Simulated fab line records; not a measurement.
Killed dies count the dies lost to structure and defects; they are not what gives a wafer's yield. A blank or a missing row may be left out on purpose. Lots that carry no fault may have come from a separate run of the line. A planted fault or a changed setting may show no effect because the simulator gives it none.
Matching of chambers | flow n5_finfet | ald_metal-02 running N5_BEOL_M7_ALD_77: 4 sister chambers
The step deposits TaN, target thk 2 nm, pulse time 2 s, purge time 3 s. 8 wafers are shown with their chamber, then 12 later ones without.

== EACH WAFER AND ITS CHAMBER ==
wafer  | chamber | heater_power_w (W) | chamber_pressure_Torr (Torr)
L088.2 | 3       | 321                | 3.010
L088.6 | 3       | 321                | 3.003
L091.1 | 1       | 460                | 2.997
L091.2 | 0       | 417                | 3.000
L091.3 | 2       | 503                | 3.009
L090.1 | 1       | 470                | 3.013
L090.3 | 2       | 492                | 3.010
L090.5 | 0       | 415                | 3.005

== WAFERS WITHOUT THEIR CHAMBER ==
wafer  | heater_power_w (W) | chamber_pressure_Torr (Torr)
L096.2 | 319                | 2.999
L096.4 | 406                | 2.994
L096.6 | 498                | 3.001
L093.2 | 462                | 3.012
L093.5 | 468                | 3.001
L093.6 | 414                | 3.003
L092.3 | 492                | 3.007
L092.5 | 492                | 3.002
L092.6 | 324                | 3.007
L095.1 | 461                | 3.005
L095.3 | 314                | 2.998
L095.4 | 491                | 2.997

== EACH ONE'S CHAMBER ==
wafer  | from the rows above | in truth
L096.2 | 3                   | 3
L096.4 | 0                   | 0
L096.6 | 2                   | 2
L093.2 | 1                   | 1
L093.5 | 1                   | 1
L093.6 | 0                   | 0
L092.3 | 2                   | 2
L092.5 | 2                   | 2
L092.6 | 3                   | 3
L095.1 | 1                   | 1
L095.3 | 3                   | 3
L095.4 | 2                   | 2
Correct placement for 12 of the 12. Left unplaced by these rows: 0. Placed wrongly: 0.
How it was worked out, from the rows above alone: a wafer's distance from a chamber is the root of the sum, over the readings, of the square of ((its reading less the chamber's mean) divided by the reading's scatter). If the next closest chamber is less than 2 further off than the closest, the wafer can't be placed; otherwise it belongs to the closest. A chamber's mean is the mean of its shown wafers. The scatter is the square root of a quotient: the sum, over the shown wafers, of each reading's squared deviation from its chamber's mean, divided by wafers minus chambers.
